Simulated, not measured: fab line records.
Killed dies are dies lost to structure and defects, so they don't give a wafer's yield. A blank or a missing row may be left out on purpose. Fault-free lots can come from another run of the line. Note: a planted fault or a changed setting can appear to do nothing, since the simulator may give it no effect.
Struck lot and sound lot, side by side || flow n5Finfet || 15 steps out of a route of 1938
Sound: the wafers L519.1, L519.4, L519.5. Struck: wafer L527.2 (left out: L527.1, a lot-mate that was not struck); the cause follows at the end.
Each step with rows lists, per side, the tool, then ch with its chambers, then its first start. Under that, the readings that differ: sound wafers || struck wafers || difference of the means || sigmas: that difference in standard deviations of wafers without a fault.
alike: words and numbers the same on both sides, and readings whose means are apart by under 2 such deviations; not compared: readings that were withheld, readings missing a value for some wafer, numbers with overlapping values and no deviation given by the record, and bounds like >300 which may hide the same value.
Wherever a step has rows on one side only, a row that says differs or no value, or a row with sigmas, the two part there. When numbers do not overlap yet have no deviation, they are printed without sigmas and do not part them. A reading missing from all wafers of one side parts the sides only when that side holds two or more wafers.

first, 8 steps without rows for these wafers: N5_BEOL_M14_COAT_66 (time 60 s, resist thk 110 nm); N5_BEOL_M14_COAT_22 (resist thk 300 nm); N5_BEOL_M14_EBR_24; N5_BEOL_M14_SOFTBAKE_23 (time 60 s); N5_BEOL_M14_EXPOSE_25 (exposes mask M14, target cd 280 nm); N5_BEOL_M14_PEB_26 (peb time 90 s); N5_BEOL_M14_DEVELOP_27 (develop time 45 s); N5_BEOL_M14_HARDBAKE_32 (time 120 s).
N5_BEOL_M14_CD_MEAS_28: target cd 284.4 nm.
  sound on cdSem-03 ch 0, day 12 00:26; struck on cdSem-03 ch 0, day 14 15:16
  alike: cdNm
N5_BEOL_M14_OVL_MEAS_29:
  sound on overlay-01 ch 0, day 12 00:28; struck on overlay-02 ch 0, day 14 15:18
  alike: M14_OVL
N5_BEOL_M14_INSPECT_30: inspects for defects (macro).
  sound: defectInspect-01 at day 12 00:29; struck: defectInspect-02 at day 14 15:19
  alike: rawDefectCount
N5_BEOL_M14_DESCUM_33: chemistry O2, time 7.9 s.
  sound on rieDiel-03 ch 2,3, day 12 00:31; struck on rieDiel-03 ch 3, day 14 15:22
{"reading": "oesProductAu (a.u.)", "sound": "0.95 0.95 0.70", "struck": 0.67, "difference": -0.20, "sigmas": -2}
  alike: drypumpMotorCurrentA, rfFwdPowerW, rfVppV, showerheadPlenumPTorr, throttleValvePct
  not compared: rfHoursCounterH
N5_BEOL_M14_ETCH_67: etches SiARC in CF4, target depth 143 nm, time 238.3 s.
  sound on rieDiel-03 ch 2,3, day 12 00:33; struck on rieDiel-03 ch 3, day 14 15:23
{"reading": "etchRfOnTimeS (s)", "sound": "236 235 246", "struck": 151, "difference": -88, "sigmas": -16}
  alike: drypumpMotorCurrentA, oesProductAu, rfFwdPowerW, rfVppV, showerheadPlenumPTorr, throttleValvePct
  not compared: rfHoursCounterH
N5_BEOL_M14_ETCH_68: etches SOC in N2/H2, time 450 s.
  sound on rieDiel-03 ch 2,3, day 12 00:42; struck on rieDiel-03 ch 3, day 14 15:32
  alike: drypumpMotorCurrentA, oesProductAu, rfFwdPowerW, rfVppV, showerheadPlenumPTorr, throttleValvePct
  not compared: rfHoursCounterH
N5_PASSIVATION_PROBE_49:
  sound wafers here have rows in the record (prober-02, day 13 02:31); struck ones have none

WHERE THEY PART
Last at N5_PASSIVATION_PROBE_49 as far as this record goes, first at N5_BEOL_M14_DESCUM_33.

WHY: the cause the simulator had injected
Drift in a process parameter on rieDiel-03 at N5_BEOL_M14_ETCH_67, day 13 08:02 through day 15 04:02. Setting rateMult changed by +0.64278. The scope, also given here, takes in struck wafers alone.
